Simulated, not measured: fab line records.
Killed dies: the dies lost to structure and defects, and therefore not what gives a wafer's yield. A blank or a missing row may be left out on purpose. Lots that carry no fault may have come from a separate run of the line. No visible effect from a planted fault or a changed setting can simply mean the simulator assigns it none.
fab line records	flow nand-harc
record lots=13	wafers=39	last-day=33
route steps=1302 shown A_ONON_D1@437 A_CHANNEL_HOLE_D1@450 END@1302
lots that met no fault: taken from a fault-free run of the same line
start-h: hours from the record's opening day to when the first of the lot's shown wafers began	wait-h: how many hours have passed since the lot's step before this one	" the same as in the row above	L1.1+2: a single row standing in for several wafers	- no value, or no start was given	* or withheld: withheld	< > ~ a bound
route shown NAME@n: names a module that has steps shown in the file, with the first one's number in the route	usual: the fault-free wafers' mean and standard deviation	same: alike in all rows	chamber/n: place in a boat	sites: per-site readings	_std_site: the values' standard deviation	_edge_site: the outer-site mean with the inner-site mean subtracted	radius-mm: how far each site lies from the wafer's centre	mask NAME#n: copy n	behind: the last tool/chamber to shape the wafer	hold: the reason the lot was held/the length of the hold in hours/how it ended	device: which transistor (n, p or np) failed to switch	end of line: at the end of the route, the tests of the same wafers	a step given without rows: its recipe and nothing more	killed: not the wafer's yield, but the dies lost to structure and defects at the first sort	map: per-die view of a wafer (x killed, . not killed, _ where there is no die)
set.NAME: the run value of the setting; set.NAME@STEP: its run value at that earlier step	model.NAME: the simulator's own value behind a step, which no gauge read
steps of the route over a sample of lots; a table a step, a row a wafer
services: from which hour (start-h, from the record's first day; less than 0 if before it) a tool's chamber was out of use, for how many hours, and why
## steps
# step NHARC_A_ONON_D1_THK_MEAS_18
# recipe thk-meas-gauge=ellipsometry
# usual thk-nm=1002/8.1
lot.wafer	tool	chamber	start-h	wait-h	thk-nm
L508.2	film-metro-02	-	175.63	-	1004
L508.4	"	-	"	"	1004
L508.5	"	-	"	"	1004
L507.3	film-metro-01	-	175.63	-	1007
L507.4	"	-	"	"	1009
L507.6	"	-	"	"	1007
L510.3	film-metro-01	-	211.31	-	1003
L510.5	"	-	"	"	1003
L510.6	"	-	"	"	1004
L512.1	film-metro-02	-	217.49	-	1008
L512.5	"	-	"	"	1007
L512.6	"	-	"	"	1005
L513.2	film-metro-01	-	239.83	-	991
L513.3	"	-	"	"	990
L513.6	"	-	"	"	991
L515.1	film-metro-01	-	250.51	-	1002
L515.3	"	-	"	"	1001
L515.4	"	-	"	"	1003
L517.1	film-metro-01	-	276.65	-	1007
L517.4	"	-	"	"	1006
L517.6	"	-	"	"	1006
L518.1	film-metro-02	-	276.66	-	1004
L518.3	"	-	"	"	1006
L518.4	"	-	"	"	1008
L520.2	film-metro-02	-	311.09	-	994
L520.3	"	-	"	"	995
L520.6	"	-	"	"	997
L522.3	film-metro-01	-	319.87	-	1011
L522.4	"	-	"	"	1009
L522.6	"	-	"	"	1010
L528.1	film-metro-01	-	379.84	-	1002
L528.4	"	-	"	"	1001
L528.6	"	-	"	"	1001
L530.2	film-metro-01	-	397.61	-	989
L530.4	"	-	"	"	988
L530.6	"	-	"	"	988
L529.4	film-metro-02	-	397.61	-	1004
L529.5	"	-	"	"	1004
L529.6	"	-	"	"	1005
# step NHARC_A_CHANNEL_HOLE_D1_DEP_00
# recipe target-thk-a=31000	temp-c=400	material=aC
# usual throttle-valve-pct=34.999/0.0087
lot.wafer	tool	chamber	start-h	wait-h	throttle-valve-pct
L508.2	acl-dep-01	0	178.83	0.4	34.998
L508.4	"	0	"	"	35.014
L508.5	"	0	"	"	35.011
L507.3	acl-dep-02	0	179.16	0.7	35.016
L507.4	"	0	"	"	34.990
L507.6	"	0	"	"	35.007
L510.3	acl-dep-01	0	214.84	0.7	34.990
L510.5	"	0	"	"	34.986
L510.6	"	0	"	"	34.996
L512.1	acl-dep-03	0	221.29	1.0	35.004
L512.5	"	0	222.57	2.3	34.998
L512.6	"	0	"	"	34.993
L513.2	acl-dep-03	0	247.80	4.6	34.985
L513.3	"	0	"	"	34.992
L513.6	"	0	"	"	35.000
L515.1	acl-dep-02	0	256.92	3.6	35.001
L515.3	"	0	"	"	35.015
L515.4	"	0	"	"	34.992
L518.1	acl-dep-01	0	281.29	1.8	35.000
L518.3	"	0	"	"	35.013
L518.4	"	0	"	"	35.004
L517.1	acl-dep-02	0	281.38	1.6	35.011
L517.4	"	0	"	"	34.985
L517.6	"	0	"	"	34.994
L520.2	acl-dep-02	0	314.45	0.4	34.989
L520.3	"	0	"	"	34.994
L520.6	"	0	"	"	34.996
L522.3	acl-dep-02	0	323.98	1.3	35.005
L522.4	"	0	"	"	34.994
L522.6	"	0	"	"	35.003
L528.1	acl-dep-02	0	387.14	4.5	34.993
L528.4	"	0	"	"	34.993
L528.6	"	0	"	"	34.999
L529.4	acl-dep-02	0	401.43	1.0	34.995
L529.5	"	0	"	"	34.992
L529.6	"	0	"	"	34.984
L530.2	acl-dep-02	0	402.71	2.3	34.998
L530.4	"	0	"	"	35.000
L530.6	"	0	"	"	35.021
# step NHARC_A_CHANNEL_HOLE_D1_CD_MEAS_10
# recipe target-cd-nm=100	landing-energy-ev=500
# usual cd-nm=99.9/0.62
lot.wafer	tool	chamber	start-h	wait-h	cd-nm
L508.2	cd-sem-01	0	181.16	-	99.3
L508.4	"	0	"	"	99.4
L508.5	"	0	"	"	99.3
L507.3	cd-sem-02	0	181.32	-	100.0
L507.4	"	0	"	"	100.0
L507.6	"	0	"	"	100.4
L510.3	cd-sem-01	0	216.87	-	99.7
L510.5	"	0	"	"	99.0
L510.6	"	0	"	"	99.6
L512.1	cd-sem-01	0	223.95	-	99.7
L512.5	"	0	"	"	100.5
L512.6	"	0	"	"	99.4
L513.2	cd-sem-01	0	250.01	-	99.2
L513.3	"	0	"	"	100.1
L513.6	"	0	"	"	99.5
L515.1	cd-sem-03	0	259.56	-	98.8
L515.3	"	0	"	"	99.7
L515.4	"	0	"	"	98.2
L518.1	cd-sem-02	0	283.94	-	99.4
L518.3	"	0	"	"	100.1
L518.4	"	0	"	"	99.0
L517.1	cd-sem-03	0	284.09	-	99.9
L517.4	"	0	"	"	99.3
L517.6	"	0	"	"	98.8
L520.2	cd-sem-02	0	316.78	-	100.0
L520.3	"	0	"	"	99.9
L520.6	"	0	"	"	100.0
L522.3	cd-sem-02	0	326.00	-	100.5
L522.4	"	0	"	"	100.9
L522.6	"	0	"	"	100.5
L528.1	cd-sem-02	0	389.82	-	99.8
L528.4	"	0	"	"	98.8
L528.6	"	0	"	"	99.7
L529.4	cd-sem-01	0	403.02	-	100.1
L529.5	"	0	"	"	99.6
L529.6	"	0	"	"	100.2
L530.2	cd-sem-03	0	404.93	-	99.7
L530.4	"	0	"	"	100.2
L530.6	"	0	"	"	98.8
# step NHARC_A_CHANNEL_HOLE_D1_INSPECT_12
# usual raw-defect-count=5.3/2.5
lot.wafer	tool	chamber	start-h	wait-h	raw-defect-count
L508.2	defect-inspect-02	-	181.28	0.0	8
L508.4	"	-	"	"	8
L508.5	"	-	"	"	5
L507.3	defect-inspect-02	-	181.45	0.0	3
L507.4	"	-	"	"	5
L507.6	"	-	"	"	2
L510.3	defect-inspect-02	-	216.99	0.0	6
L510.5	"	-	"	"	7
L510.6	"	-	"	"	2
L512.1	defect-inspect-02	-	224.08	0.0	4
L512.5	"	-	"	"	5
L512.6	"	-	"	"	5
L513.2	defect-inspect-01	-	250.13	0.0	5
L513.3	"	-	"	"	8
L513.6	"	-	"	"	6
L515.1	defect-inspect-01	-	259.69	0.0	6
L515.3	"	-	"	"	6
L515.4	"	-	"	"	4
L518.1	defect-inspect-02	-	284.06	0.0	4
L518.3	"	-	"	"	4
L518.4	"	-	"	"	7
L517.1	defect-inspect-01	-	284.22	0.0	4
L517.4	"	-	"	"	1
L517.6	"	-	"	"	3
L520.2	defect-inspect-02	-	316.90	0.0	15
L520.3	"	-	"	"	20
L520.6	"	-	"	"	13
L522.3	defect-inspect-02	-	326.12	0.0	15
L522.4	"	-	"	"	24
L522.6	"	-	"	"	18
L528.1	defect-inspect-02	-	389.95	0.0	4
L528.4	"	-	"	"	7
L528.6	"	-	"	"	4
L529.4	defect-inspect-01	-	403.15	0.0	7
L529.5	"	-	"	"	4
L529.6	"	-	"	"	8
L530.2	defect-inspect-02	-	405.05	0.0	6
L530.4	"	-	"	"	10
L530.6	"	-	"	"	6
# step NHARC_A_CHANNEL_HOLE_D1_ETCH_22
# recipe bias-v=3000	source-w=withheld	pressure-mtorr=20	time-s=666.7	ar-flow-sccm=375	c4f8-flow-sccm=89.3	o2-flow-sccm=35.7	temp-c=-20	target-depth-a=16000	chemistry=C4F8/O2/Ar
# usual drypump-motor-current-A=5.8/0.57	showerhead-plenum-p-Torr=3.66/0.14	throttle-valve-pct=32.156/0.0089
# same time-s=666.7
lot.wafer	tool	chamber	start-h	wait-h	drypump-motor-current-A	rf-hours-counter-h	showerhead-plenum-p-Torr	throttle-valve-pct
L508.2	har-etch-01	0	183.49	0.4	5.3	85	3.59	32.153
L508.4	"	1	"	"	5.3	-	3.73	32.162
L508.5	"	0	"	"	5.4	-	3.59	32.152
L507.3	har-etch-02	1	183.75	0.4	6.8	-	3.42	32.170
L507.4	"	0	"	"	5.9	-	3.67	32.151
L507.6	"	1	"	"	6.9	-	3.42	32.158
L510.3	har-etch-01	1	219.38	0.4	5.3	-	3.72	32.146
L510.6	"	0	"	"	5.4	-	3.58	32.170
L510.5	"	1	"	"	5.3	-	3.72	32.146
L512.1	har-etch-01	1	227.09	0.4	5.3	112	3.72	32.164
L512.6	"	1	"	"	5.3	-	3.72	32.165
L512.5	"	0	"	"	5.4	-	3.58	32.154
L513.2	har-etch-01	0	254.75	0.4	5.4	127	3.57	32.177
L513.3	"	0	"	"	5.4	-	3.57	32.164
L513.6	"	0	"	"	5.4	-	3.57	32.161
L515.1	har-etch-02	1	263.97	0.4	6.8	348	3.39	32.160
L515.3	"	0	"	"	5.9	-	3.64	32.156
L515.4	"	1	"	"	6.8	-	3.39	32.159
L518.1	har-etch-01	1	286.33	0.4	5.3	146	3.70	32.162
L518.3	"	1	"	"	5.3	-	3.70	32.170
L518.4	"	0	"	"	5.4	-	3.56	32.163
L517.1	har-etch-02	0	287.65	0.8	5.9	364	3.63	32.150
L517.4	"	0	"	"	5.9	-	3.63	32.146
L517.6	"	0	"	"	5.9	-	3.63	32.166
L520.2	har-etch-01	1	319.12	0.4	5.3	162	3.69	32.157
L520.3	"	1	"	"	5.3	-	3.69	32.153
L520.6	"	0	"	"	5.4	-	3.55	32.164
L522.3	har-etch-02	1	333.48	0.4	6.8	-	3.92	32.172
L522.4	"	0	"	"	5.9	-	3.62	32.162
L522.6	"	0	"	"	5.9	-	3.62	32.160
L528.1	har-etch-02	1	394.87	0.4	6.8	1	3.91	32.154
L528.4	"	1	"	"	6.8	-	3.91	32.166
L528.6	"	1	"	"	6.8	-	3.91	32.159
L529.4	har-etch-01	0	405.57	0.4	5.4	-	3.52	32.159
L529.6	"	1	"	"	5.3	-	3.66	32.166
L529.5	"	0	"	"	5.4	-	3.52	32.144
L530.2	har-etch-02	1	407.25	0.4	6.9	9	3.90	32.150
L530.4	"	0	"	"	5.9	-	3.93	32.149
L530.6	"	1	"	"	6.9	-	3.90	32.151
# step NHARC_END_SORT_01
# recipe temp-c=25
# usual killed-at-array=56/18	killed-at-other=1.4/1.5	killed-at-periphery=4/3.1	killed-dies=61/19	killed-open=3.5/1.8	killed-short=2.4/1.4
# same gross-dies=677
lot.wafer	tool	chamber	start-h	wait-h	killed-at-array	killed-at-other	killed-at-periphery	killed-dies	killed-open	killed-short
L508.2	prober-01	0	562.15	2.8	27	1	3	31	3	3
L508.4	prober-01	0	563.75	3.4	17	2	1	20	1	4
L508.5	prober-01	0	564.55	3.7	21	0	6	27	5	2
L507.3	prober-02	0	562.99	3.1	63	0	1	64	2	2
L507.4	prober-02	0	563.80	3.4	64	1	0	65	3	1
L507.6	prober-02	0	565.42	4.0	81	0	4	85	3	5
L510.3	prober-01	0	608.47	3.1	50	0	2	52	1	3
L510.5	prober-01	0	610.05	3.7	43	1	1	45	0	0
L510.6	prober-01	0	610.83	3.9	58	1	1	60	4	1
L512.1	prober-02	0	612.33	2.5	61	1	1	63	2	2
L512.5	prober-02	0	615.51	3.7	67	1	1	69	5	0
L512.6	prober-02	0	616.31	4.0	51	1	1	53	1	4
L515.1	prober-01	0	635.72	2.5	77	1	7	85	1	1
L515.3	prober-01	0	637.34	3.1	71	0	16	87	7	2
L515.4	prober-01	0	638.14	3.4	92	0	6	98	2	1
L513.2	prober-02	0	644.31	2.8	52	3	6	61	4	4
L513.3	prober-02	0	645.10	3.1	55	0	3	58	3	3
L513.6	prober-02	0	647.50	4.0	52	1	9	62	4	1
L518.1	prober-02	0	684.31	2.5	50	4	7	61	7	2
L518.3	prober-02	0	685.90	3.1	45	5	5	55	2	3
L518.4	prober-02	0	686.70	3.4	46	0	6	52	3	0
L517.1	prober-01	0	701.04	2.5	82	1	12	95	4	3
L517.4	prober-01	0	703.40	3.3	63	0	7	70	2	1
L517.6	prober-01	0	704.98	3.9	82	0	12	94	6	4
L520.2	prober-02	0	701.93	2.8	38	3	2	43	2	2
L520.3	prober-02	0	702.73	3.1	48	2	3	53	4	5
L520.6	prober-02	0	705.12	4.0	40	2	2	44	5	3
L522.3	prober-01	0	740.17	3.1	57	0	4	61	4	5
L522.4	prober-01	0	740.98	3.4	60	1	4	65	3	2
L522.6	prober-01	0	742.58	4.0	65	0	6	71	5	2
L528.1	prober-02	0	770.66	2.5	59	3	2	64	4	0
L528.4	prober-02	0	773.06	3.4	46	0	4	50	3	3
L528.6	prober-02	0	774.66	4.0	45	3	5	53	1	0
L529.4	prober-01	0	790.54	3.4	61	2	5	68	3	2
L529.5	prober-01	0	791.34	3.7	97	4	2	103	5	3
L529.6	prober-01	0	792.14	4.0	83	2	5	90	2	2
L530.2	prober-02	0	799.47	2.8	39	0	0	39	4	6
L530.4	prober-02	0	801.08	3.4	26	0	2	28	2	1
L530.6	prober-02	0	802.69	4.0	29	0	1	30	0	4
# killed by level:class
L508.2 A_CHANNEL_HOLE_D2:chamber-film-flake=11 A_STAIRCASE:chamber-film-flake=9 P_ZERO_WELL:chamber-film-flake=2 A_ONON_D1:geometric-particle:short=1 A_CHANNEL_HOLE_D1:geometric-particle:short=1 A_ONON_D2:geometric-particle:open=1 A_WL_FILL:geometric-particle:short=1 A_WL_FILL:geometric-particle:open=1
L507.3 A_CHANNEL_HOLE_D1:chamber-film-flake=30 A_SLIT:chamber-film-flake=19 A_CONTACT:chamber-film-flake=3 A_CHANNEL_FILL_D1:chamber-film-flake=2 A_CHANNEL_HOLE_D2:chamber-film-flake=2 A_STAIRCASE:chamber-film-flake=2 A_ONON_D2:geometric-particle:open=1 A_CHANNEL_FILL_D2:geometric-particle:open=1
L508.4 A_STAIRCASE:chamber-film-flake=5 A_CHANNEL_HOLE_D2:chamber-film-flake=4 A_WL_FILL:geometric-particle:short=2 THIN_TSV:chamber-film-flake=2 A_ONON_D2:geometric-particle:open=1 A_ONON_D2:geometric-particle:short=1 A_CHANNEL_FILL_D2:geometric-particle:short=1 P_ZERO_WELL:chamber-film-flake=1
L507.4 A_CHANNEL_HOLE_D1:chamber-film-flake=34 A_SLIT:chamber-film-flake=19 A_CHANNEL_HOLE_D2:chamber-film-flake=2 A_ONON_D1:geometric-particle:short=1 A_CONTACT:geometric-particle:open=1 A_M0:geometric-particle:open=1 A_M1:geometric-particle:open=1 A_ZERO_WELL:chamber-film-flake=1
L508.5 A_CHANNEL_HOLE_D2:chamber-film-flake=6 A_STAIRCASE:chamber-film-flake=5 P_M0:chamber-film-flake=3 A_M0:geometric-particle:open=2 A_CONTACT:chamber-film-flake=2 P_GATE:geometric-particle:open=1 P_CONTACT:geometric-particle:open=1 A_ONON_D1:geometric-particle:short=1
L507.6 A_CHANNEL_HOLE_D1:chamber-film-flake=29 A_SLIT:chamber-film-flake=25 A_CHANNEL_HOLE_D2:chamber-film-flake=11 A_CONTACT:chamber-film-flake=6 P_GATE:geometric-particle:open=1 P_M0:geometric-particle:open=1 A_ONON_D1:geometric-particle:short=1 A_CHANNEL_FILL_D1:geometric-particle:short=1
L510.3 A_SLIT:chamber-film-flake=28 A_CHANNEL_HOLE_D2:chamber-film-flake=4 A_CONTACT:chamber-film-flake=4 A_STAIRCASE:chamber-film-flake=3 P_STI:chamber-film-flake=2 A_CHANNEL_HOLE_D1:chamber-film-flake=2 A_CHANNEL_FILL_D2:chamber-film-flake=2 A_M1:chamber-film-flake=2
L510.5 A_SLIT:chamber-film-flake=17 A_CHANNEL_HOLE_D2:chamber-film-flake=12 A_CONTACT:chamber-film-flake=8 A_CHANNEL_HOLE_D1:chamber-film-flake=2 A_STAIRCASE:chamber-film-flake=2 P_ZERO_WELL:chamber-film-flake=1 A_WL_FILL:chamber-film-flake=1 A_M1:chamber-film-flake=1
L510.6 A_SLIT:chamber-film-flake=32 A_CONTACT:chamber-film-flake=7 A_CHANNEL_HOLE_D2:chamber-film-flake=4 A_STAIRCASE:chamber-film-flake=4 A_CHANNEL_HOLE_D1:chamber-film-flake=3 A_CHANNEL_FILL_D2:chamber-film-flake=3 A_ONON_D2:geometric-particle:open=1 A_STAIRCASE:geometric-particle:short=1
L512.1 A_CHANNEL_HOLE_D2:chamber-film-flake=34 A_CHANNEL_HOLE_D1:chamber-film-flake=6 A_CONTACT:chamber-film-flake=6 A_STAIRCASE:chamber-film-flake=4 A_DECK1_JOINT:chamber-film-flake=3 A_CHANNEL_FILL_D2:chamber-film-flake=3 P_GATE:geometric-particle:short=1 A_ONON_D1:geometric-particle:open=1
L512.5 A_CHANNEL_HOLE_D2:chamber-film-flake=47 A_CHANNEL_HOLE_D1:chamber-film-flake=5 A_M1:chamber-film-flake=3 A_CHANNEL_FILL_D2:geometric-particle:open=2 A_CHANNEL_FILL_D2:chamber-film-flake=2 A_STAIRCASE:chamber-film-flake=2 A_CONTACT:chamber-film-flake=2 P_CONTACT:geometric-particle:open=1
L512.6 A_CHANNEL_HOLE_D2:chamber-film-flake=31 A_STAIRCASE:chamber-film-flake=4 A_CHANNEL_HOLE_D1:chamber-film-flake=3 A_CONTACT:chamber-film-flake=3 A_CHANNEL_FILL_D2:chamber-film-flake=2 P_M1:geometric-particle:open=1 A_ONON_D1:geometric-particle:short=1 A_DECK1_JOINT:geometric-particle:short=1
L515.1 A_SLIT:chamber-film-flake=33 A_CHANNEL_HOLE_D1:chamber-film-flake=27 A_CHANNEL_HOLE_D2:chamber-film-flake=8 P_BONDPAD:chamber-film-flake=5 A_DECK1_JOINT:chamber-film-flake=3 A_CONTACT:chamber-film-flake=2 A_CHANNEL_FILL_D1:geometric-particle:short=1 A_DECK1_JOINT:geometric-particle:open=1
L515.3 A_CHANNEL_HOLE_D1:chamber-film-flake=29 A_SLIT:chamber-film-flake=20 A_CHANNEL_HOLE_D2:chamber-film-flake=11 P_BONDPAD:chamber-film-flake=8 P_GATE:chamber-film-flake=7 A_CHANNEL_FILL_D1:geometric-particle:open=3 A_ONON_D1:geometric-particle:open=2 A_ONON_D1:geometric-particle:short=2
L515.4 A_CHANNEL_HOLE_D1:chamber-film-flake=36 A_SLIT:chamber-film-flake=29 A_CHANNEL_HOLE_D2:chamber-film-flake=17 P_GATE:chamber-film-flake=3 P_BONDPAD:chamber-film-flake=3 A_STAIRCASE:chamber-film-flake=2 A_CONTACT:chamber-film-flake=2 A_CHANNEL_FILL_D1:geometric-particle:short=1
L513.2 A_CHANNEL_HOLE_D2:chamber-film-flake=28 A_ZERO_WELL:chamber-film-flake=5 A_M1:chamber-film-flake=4 A_CHANNEL_HOLE_D1:chamber-film-flake=3 A_STAIRCASE:chamber-film-flake=3 THIN_TSV:chamber-film-flake=3 A_CHANNEL_HOLE_D2:geometric-particle:short=2 P_STI:chamber-film-flake=2
L513.3 A_CHANNEL_HOLE_D2:chamber-film-flake=34 A_CHANNEL_HOLE_D1:chamber-film-flake=7 A_ZERO_WELL:chamber-film-flake=3 A_CONTACT:chamber-film-flake=2 P_M0:geometric-particle:short=1 A_CHANNEL_FILL_D1:geometric-particle:open=1 A_ONON_D2:geometric-particle:open=1 A_ONON_D2:geometric-particle:short=1
L513.6 A_CHANNEL_HOLE_D2:chamber-film-flake=33 P_STI:chamber-film-flake=6 A_M1:chamber-film-flake=6 A_CONTACT:chamber-film-flake=4 P_M2:chamber-film-flake=2 A_STAIRCASE:chamber-film-flake=2 A_SLIT:chamber-film-flake=2 P_GATE:geometric-particle:short=1
L518.1 A_SLIT:chamber-film-flake=29 P_GATE:chamber-film-flake=4 A_CHANNEL_HOLE_D1:chamber-film-flake=4 THIN_TSV:chamber-film-flake=4 A_CHANNEL_FILL_D1:geometric-particle:open=3 A_BLC:geometric-particle:open=3 P_BONDPAD:chamber-film-flake=3 A_STAIRCASE:chamber-film-flake=3
L518.3 A_SLIT:chamber-film-flake=29 THIN_TSV:chamber-film-flake=4 A_CONTACT:chamber-film-flake=3 P_STI:chamber-film-flake=2 P_BONDPAD:chamber-film-flake=2 A_CHANNEL_HOLE_D2:chamber-film-flake=2 A_STAIRCASE:chamber-film-flake=2 A_WL_FILL:chamber-film-flake=2
L518.4 A_SLIT:chamber-film-flake=36 P_BONDPAD:chamber-film-flake=3 A_CHANNEL_HOLE_D1:chamber-film-flake=3 P_GATE:chamber-film-flake=2 A_CONTACT:chamber-film-flake=2 P_CONTACT:geometric-particle:open=1 A_SGD_CUT:geometric-particle:open=1 A_CONTACT:geometric-particle:open=1
L517.1 A_CHANNEL_HOLE_D1:chamber-film-flake=32 A_SLIT:chamber-film-flake=27 A_CHANNEL_HOLE_D2:chamber-film-flake=9 A_CONTACT:chamber-film-flake=9 P_BONDPAD:chamber-film-flake=4 P_GATE:chamber-film-flake=3 P_GATE:geometric-particle:short=1 P_M2:geometric-particle:short=1
L520.2 A_CHANNEL_HOLE_D1:chamber-film-flake=10 A_CHANNEL_HOLE_D1:unspecified=9 A_CONTACT:chamber-film-flake=5 A_CHANNEL_HOLE_D2:chamber-film-flake=4 A_SLIT:chamber-film-flake=3 A_WL_FILL:chamber-film-flake=3 HYBRID_BOND:chamber-film-flake=2 P_CONTACT:geometric-particle:open=1
L520.3 A_CHANNEL_HOLE_D1:chamber-film-flake=18 A_CHANNEL_HOLE_D1:unspecified=13 A_CONTACT:chamber-film-flake=6 A_CHANNEL_FILL_D1:geometric-particle:short=2 A_STAIRCASE:chamber-film-flake=2 P_STI:geometric-particle:open=1 P_CONTACT:geometric-particle:short=1 A_CHANNEL_FILL_D1:geometric-particle:open=1
L517.4 A_SLIT:chamber-film-flake=28 A_CHANNEL_HOLE_D1:chamber-film-flake=15 A_CHANNEL_HOLE_D2:chamber-film-flake=10 P_BONDPAD:chamber-film-flake=5 A_CONTACT:chamber-film-flake=5 A_ONON_D2:geometric-particle:open=1 A_CHANNEL_HOLE_D2:geometric-particle:short=1 A_SLIT:geometric-particle:open=1
L517.6 A_CHANNEL_HOLE_D1:chamber-film-flake=33 A_SLIT:chamber-film-flake=19 A_CHANNEL_HOLE_D2:chamber-film-flake=17 A_CONTACT:chamber-film-flake=8 P_BONDPAD:chamber-film-flake=3 A_BLC:geometric-particle:open=2 P_GATE:chamber-film-flake=2 P_GATE:geometric-particle:open=1
L520.6 A_CHANNEL_HOLE_D1:chamber-film-flake=14 A_CHANNEL_HOLE_D1:unspecified=6 A_SGD_CUT:geometric-particle:open=3 A_WL_FILL:chamber-film-flake=3 A_SLIT:chamber-film-flake=3 A_CHANNEL_HOLE_D2:chamber-film-flake=2 A_STAIRCASE:chamber-film-flake=2 P_CONTACT:geometric-particle:short=1
L522.3 A_CHANNEL_HOLE_D1:chamber-film-flake=26 A_CHANNEL_HOLE_D1:unspecified=12 A_CONTACT:chamber-film-flake=5 A_BLC:geometric-particle:open=2 P_GATE:chamber-film-flake=2 A_STAIRCASE:chamber-film-flake=2 A_SLIT:chamber-film-flake=2 A_WL_FILL:chamber-film-flake=2
L522.4 A_CHANNEL_HOLE_D1:chamber-film-flake=29 A_CHANNEL_HOLE_D1:unspecified=14 P_ZERO_WELL:chamber-film-flake=4 A_SLIT:chamber-film-flake=3 A_ZERO_WELL:chamber-film-flake=2 A_STAIRCASE:chamber-film-flake=2 A_WL_FILL:chamber-film-flake=2 A_CONTACT:chamber-film-flake=2
L522.6 A_CHANNEL_HOLE_D1:chamber-film-flake=35 A_CHANNEL_HOLE_D1:unspecified=12 A_SLIT:chamber-film-flake=4 A_WL_FILL:chamber-film-flake=4 P_GATE:chamber-film-flake=3 A_CONTACT:chamber-film-flake=3 A_BLC:geometric-particle:open=2 A_ZERO_WELL:chamber-film-flake=2
L528.1 A_SLIT:chamber-film-flake=32 A_CHANNEL_HOLE_D2:chamber-film-flake=7 A_CONTACT:chamber-film-flake=7 A_CHANNEL_HOLE_D1:unspecified=3 THIN_TSV:chamber-film-flake=3 A_STAIRCASE:chamber-film-flake=2 A_ONON_D1:geometric-particle:open=1 A_DECK1_JOINT:geometric-particle:open=1
L528.4 A_SLIT:chamber-film-flake=28 A_STAIRCASE:chamber-film-flake=4 A_CHANNEL_HOLE_D2:chamber-film-flake=3 A_CONTACT:chamber-film-flake=3 P_CONTACT:geometric-particle:open=2 A_CHANNEL_FILL_D1:geometric-particle:short=2 A_CHANNEL_HOLE_D1:unspecified=2 P_M0:geometric-particle:open=1
L528.6 A_SLIT:chamber-film-flake=33 A_CHANNEL_HOLE_D2:chamber-film-flake=3 A_STAIRCASE:chamber-film-flake=3 THIN_TSV:chamber-film-flake=3 P_M1:chamber-film-flake=2 P_M2:chamber-film-flake=2 A_CHANNEL_HOLE_D1:chamber-film-flake=2 A_CHANNEL_FILL_D2:geometric-particle:open=1
L529.4 A_CHANNEL_HOLE_D2:chamber-film-flake=21 A_SLIT:chamber-film-flake=18 A_CHANNEL_HOLE_D1:chamber-film-flake=10 A_CONTACT:chamber-film-flake=6 P_GATE:chamber-film-flake=2 A_STAIRCASE:chamber-film-flake=2 P_GATE:geometric-particle:open=1 P_CONTACT:geometric-particle:open=1
L529.5 A_CHANNEL_HOLE_D2:chamber-film-flake=31 A_SLIT:chamber-film-flake=30 A_CHANNEL_HOLE_D1:chamber-film-flake=12 A_CONTACT:chamber-film-flake=11 THIN_TSV:chamber-film-flake=3 A_DECK1_JOINT:geometric-particle:short=2 A_DECK1_JOINT:chamber-film-flake=2 A_STAIRCASE:chamber-film-flake=2
L529.6 A_CHANNEL_HOLE_D2:chamber-film-flake=36 A_SLIT:chamber-film-flake=33 A_CHANNEL_HOLE_D1:chamber-film-flake=5 P_GATE:chamber-film-flake=2 A_DECK1_JOINT:chamber-film-flake=2 A_CONTACT:chamber-film-flake=2 THIN_TSV:chamber-film-flake=2 P_M0:geometric-particle:open=1
L530.2 A_SLIT:chamber-film-flake=10 A_CONTACT:chamber-film-flake=9 A_CHANNEL_FILL_D2:chamber-film-flake=4 A_ONON_D2:geometric-particle:open=2 A_CHANNEL_HOLE_D2:chamber-film-flake=2 A_STAIRCASE:chamber-film-flake=2 A_M0:chamber-film-flake=2 A_ONON_D1:geometric-particle:short=1
L530.4 A_SLIT:chamber-film-flake=9 A_CONTACT:chamber-film-flake=9 P_M2:geometric-particle:open=1 A_CHANNEL_HOLE_D2:geometric-particle:short=1 A_M1:geometric-particle:open=1 P_ZERO_WELL:chamber-film-flake=1 A_ZERO_WELL:chamber-film-flake=1 A_CHANNEL_FILL_D1:chamber-film-flake=1
L530.6 A_CONTACT:chamber-film-flake=10 A_SLIT:chamber-film-flake=9 A_CHANNEL_FILL_D2:chamber-film-flake=2 A_STAIRCASE:chamber-film-flake=2 A_ONON_D1:geometric-particle:short=1 A_CHANNEL_HOLE_D2:geometric-particle:short=1 A_SGD_CUT:geometric-particle:short=1 A_WL_FILL:geometric-particle:short=1
## services
tool	chamber	start-h	hours	kind
acl-dep-01	-	189.04	13.0	pm
acl-dep-02	-	242.17	13.0	pm
har-etch-02	1	271.95	-	consumable-replace:showerhead
har-etch-02	1	271.95	17.0	scheduled-down
har-etch-02	1	271.95	17.0	vent-cycle
acl-dep-03	-	298.40	13.0	pm
acl-dep-01	-	371.06	13.0	pm
har-etch-02	-	377.00	17.0	pm
har-etch-02	0	377.00	17.0	vent-cycle
har-etch-02	1	377.00	17.0	vent-cycle
har-etch-02	0	394.00	-	clean
har-etch-02	0	394.00	-	consumable-replace:focus-ring
har-etch-02	0	394.00	-	consumable-replace:showerhead
har-etch-02	1	394.00	-	clean
har-etch-02	1	394.00	-	consumable-replace:focus-ring
## key
first-sign step=NHARC_A_CHANNEL_HOLE_D1_INSPECT_12	reading=raw-defect-count	direction=up	sigmas=5	usual=5.3	struck=17.5
effect none on later readings
met-at NHARC_A_CHANNEL_HOLE_D1_DEP_00
struck-lots L520,L522
struck-wafers L520.2,L520.3,L520.6,L522.3,L522.4,L522.6
tester-left-out L520,L522
not-acting-at NHARC_A_ONON_D1_THK_MEAS_18,NHARC_A_CHANNEL_HOLE_D1_CD_MEAS_10,NHARC_A_CHANNEL_HOLE_D1_ETCH_22
onset-between 281.38 314.45
fault kind=chamber-particle-source	tool=acl-dep-02	chamber=0	onset-h=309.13	steps=NHARC_A_CHANNEL_HOLE_D1_DEP_00	rate-per-visit-cm2=0.021556	end-h=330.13
# tester-left-out: of these lots the tester's yield and bins aren't shown, on N5 and GAA mostly nor the transistor test; their killed dies are dies lost to structure and defects alone, not to doping, threshold or leakage, so they don't give the yield
